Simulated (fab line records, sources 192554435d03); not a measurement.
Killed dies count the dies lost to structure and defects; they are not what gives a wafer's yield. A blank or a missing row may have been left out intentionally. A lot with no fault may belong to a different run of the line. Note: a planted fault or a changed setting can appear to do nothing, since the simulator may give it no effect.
Split-lot experiment    flow n5_finfet    route with 1938 steps; 7 lots, 39 wafers read

## ABOUT THE SPLIT
At N5_BEOL_M2_CVD_47 (deposits Co from CCTBA/H2, target thk 3 nm, time 223.8 s), the setting target_thk_a was moved away from the recipe's 30 angstrom on 18 of the 39 wafers read, by -58.0% to +47.4%. The other wafers ran this setting at the recipe's value.

The reading is taken at the split's own step.

## THE READING
Co_of_BEOL_M2_CVD_47.thk_nm (the simulator's own value, which no gauge read), in nm, at N5_BEOL_M2_CVD_47 (deposits Co from CCTBA/H2, target thk 3 nm, time 223.8 s). No usual value for it is given in the file. The 21 wafers here that ran the recipe average 3.0 nm, standard deviation 0.12 nm.

wafer   tool, chamber at the split  target_thk_a as run, angstrom  against the recipe  Co_of_BEOL_M2_CVD_47.thk_nm, nm  against lot-mates on the recipe
L074.1  cvd_co-01, 2,1,0            34.52                          +15.1%              3.4                              +0.3
L074.2  cvd_co-01, 2,1,0            34.52                          +15.1%              3.4                              +0.3
L074.5  cvd_co-01, 2,1,0            34.52                          +15.1%              3.4                              +0.3
L074.3  cvd_co-01, 0                30                             recipe              3.2                              -
L074.4  cvd_co-01, 1,2              30                             recipe              3                                -
L074.6  cvd_co-01, 1,2              30                             recipe              3                                -
L075.1  cvd_co-01, 1                30                             recipe              3                                -
L075.2  cvd_co-01, 0,2              44.22                          +47.4%              4.6                              +1.5
L075.3  cvd_co-01, 0,2              44.22                          +47.4%              4.6                              +1.5
L075.4  cvd_co-01, 1                44.22                          +47.4%              4.4                              +1.3
L075.5  cvd_co-01, 0,2              30                             recipe              3.2                              -
L075.6  cvd_co-01, 0,2              30                             recipe              3.2                              -
L078.1  cvd_co-02, 2                30                             recipe              2.8                              -
L078.2  cvd_co-02, 0                30                             recipe              3                                -
L078.5  cvd_co-02, 0                30                             recipe              3                                -
L078.3  cvd_co-02, 1,1,2            38.84                          +29.5%              3.8                              +0.9
L078.4  cvd_co-02, 1,1,2            38.84                          +29.5%              3.8                              +0.9
L078.6  cvd_co-02, 1,1,2            38.84                          +29.5%              3.8                              +0.9
L082.1  cvd_co-02, 0                30                             recipe              3.2                              -
L082.2  cvd_co-02, 2,1              41.65                          +38.8%              4.2                              +1.1
L082.3  cvd_co-02, 2,1              41.65                          +38.8%              4.2                              +1.1
L082.4  cvd_co-02, 1,2              30                             recipe              3                                -
L082.6  cvd_co-02, 1,2              30                             recipe              3                                -
L082.5  cvd_co-02, 0                41.65                          +38.8%              4                                +0.9
L084.2  cvd_co-02, 0                30                             recipe              2.8                              -
L084.3  cvd_co-02, 1,2              30                             recipe              3                                -
L084.5  cvd_co-02, 1,2              30                             recipe              3                                -
L087.1  cvd_co-01, 0,2              30                             recipe              3.2                              -
L087.4  cvd_co-01, 0,2              30                             recipe              3.2                              -
L087.2  cvd_co-01, 2,1              24.43                          -18.6%              2.4                              -0.7
L087.3  cvd_co-01, 2,1              24.43                          -18.6%              2.4                              -0.7
L087.5  cvd_co-01, 0                30                             recipe              3                                -
L087.6  cvd_co-01, 1                24.43                          -18.6%              2.6                              -0.5
L089.1  cvd_co-02, 0,1,2            30                             recipe              3                                -
L089.4  cvd_co-02, 0,1,2            30                             recipe              3                                -
L089.6  cvd_co-02, 0,1,2            30                             recipe              3                                -
L089.2  cvd_co-02, 2,1,0            12.6                           -58.0%              1.2                              -1.8
L089.3  cvd_co-02, 2,1,0            12.6                           -58.0%              1.2                              -1.8
L089.5  cvd_co-02, 2,1,0            12.6                           -58.0%              1.2                              -1.8
The file does not say which wafer passed through which chamber wherever a row lists several chambers: such a row stands for several wafers.

FIT RESULTS
A straight line over all 39 wafers: Co_of_BEOL_M2_CVD_47.thk_nm changes by +0.0304 nm for each +1% of target_thk_a; r = +0.99; the points scatter about the line by 0.11 nm.
The same after taking each lot's own level away (the mean of its wafers on the recipe; 39 wafers): +0.03 nm for each +1%; r = +0.99; scatter 0.093 nm.
On that fit, the largest move of target_thk_a shifts the reading by 1.7 nm.
Across the lots, their own levels run from 2.93 to 3.13 nm, a range of 1.7 times the standard deviation given above.
Consequently the slope shifts little with the lot-to-lot level, the two slopes agreeing.
Check: -1.77 nm against its lot-mates is what the line predicts for one of the wafers moved furthest among these (-58.0%) when that wafer is left out of the fit. It came out at -1.8 nm against them.

## OTHER SPLITS ON THESE WAFERS
Before the reading, these wafers also passed through other splits. Each is held against what the fit with the lots' levels taken away leaves over:
other split on the same wafers            wafers away from the commonest value  r with Co_of_BEOL_M2_CVD_47.thk_nm (lot level and that fit taken away)
N5_FIN_SAQP_HM_DEP_72 target_thk_a        9                                     +0.13
N5_SD_EPI_N_EPI_21 time_s                 15                                    -0.11
N5_MOL_CONTACT_COAG_CVD_140 target_thk_a  18                                    -0.19
N5_BEOL_M1_TRENCH_ETCH_37 time_s          15                                    +0.11

## FILE'S OWN FIT
Co_of_BEOL_M2_CVD_47.thk_nm changes by +0.0298 nm for each +1% of target_thk_a, r = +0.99.
